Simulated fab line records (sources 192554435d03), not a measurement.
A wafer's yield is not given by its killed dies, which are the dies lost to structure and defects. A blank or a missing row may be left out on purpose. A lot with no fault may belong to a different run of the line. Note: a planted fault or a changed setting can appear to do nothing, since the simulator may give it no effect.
Problem report in the 8D (eight disciplines) form, filled by code	flow n5 finfet	the parts of the form that need people (team, actions taken, sign-off) are left out

== 1. THE PROBLEM ==
killed at front end at N5_PASSIVATION_PROBE_49 reads a mean of 94 on 6 wafers of 2 lots; wafers without a fault read 39 with a standard deviation of 10. Relative to the usual mean, that is a shift of +5.5 standard deviations.
The first sign was on wafer L943.2 at day 13 06:28, on prober-02. The record has a number at this step for 9 wafers belonging to 3 lots. Rule for "out", or "out of limits": more than 4 standard deviations from the usual mean. The rest of the wafers with a number are treated as sound.

== 2. WHAT IT IS, AND WHAT IT ISN'T ==
question	is	is not
which readings at this step	killed at front end	killed_at_M0_to_M3, killed_at_M4_up, killed at contacts, killed open, killed short, sort_bin_6_memory
which lots	L943, L944	L955
which wafers of those lots	all that have a number	-
read on which tools	prober-01, prober-02	-
when	from day 13 06:28	up to then (0 sound wafers); but 3 sound wafers of L955 came after

== 3. SUSPECTS, AND WHAT RULES EACH OUT ==
Counting: a tool at any process step up to the reading remains a suspect when it ran all the lots that are out and ran no sound lot after the first of those.
- rie metal-01 at N5_GATE_CUT_VAPOR_ETCH_48 (etches TiN in BCl3/Cl2): ruled out as a lasting fault. Sound lots L955 ran on it after its first lot that is out, L943 (day 5 20:19).
Left after counting: nothing in the record.

== 4. THE CAUSE (what the simulator had put in) ==
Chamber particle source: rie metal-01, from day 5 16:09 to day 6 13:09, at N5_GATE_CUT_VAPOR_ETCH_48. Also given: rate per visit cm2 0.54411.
It was ruled out by counting, in error; the rule expects a fault to strike all lots run on its tool from its start on, and this fault did not.

== 5. THE CHAIN OF EFFECTS, in route order ==
Each row: a reading where the mean over the struck wafers with a number is more than 3 standard deviations away from the usual. Scope: only readings with a usual standard deviation given in the record; hours: median across lots of the time from each lot's start at the first step in this table that gives one to its start at this step; sigmas: change in usual standard deviations.
hours	step	reading	usual	on struck wafers	change	sigmas
0	N5_PASSIVATION_PROBE_49	defect limited yield	91.4 %	87.2	-4.2	-3.0
0	N5_PASSIVATION_PROBE_49	killed at front end	39	94	+55	+5.5
0	N5_PASSIVATION_PROBE_49	killed dies	101	152	+50	+3.2
0	N5_PASSIVATION_PROBE_49	sort_bin_5_function	5.1 %	7.9	+2.8	+3.2
0	N5_PASSIVATION_PROBE_49	sort n pass	1079	1028	-50	-3.2
0	N5_PASSIVATION_PROBE_49	sort yield pct	91.4 %	87.2	-4.2	-3.0
It contains these process steps:
- N5_PASSIVATION_PROBE_49

== 6. HOW IT WOULD HAVE BEEN CAUGHT EARLIER ==
The fault began at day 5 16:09; the first out-of-limits reading in this record came at day 13 06:28, 182 hours later.
No tool reading at N5_GATE_CUT_VAPOR_ETCH_48 that has a usual standard deviation in the record was out on any struck wafer, so an alarm limit of 4 standard deviations on those readings would not have fired.
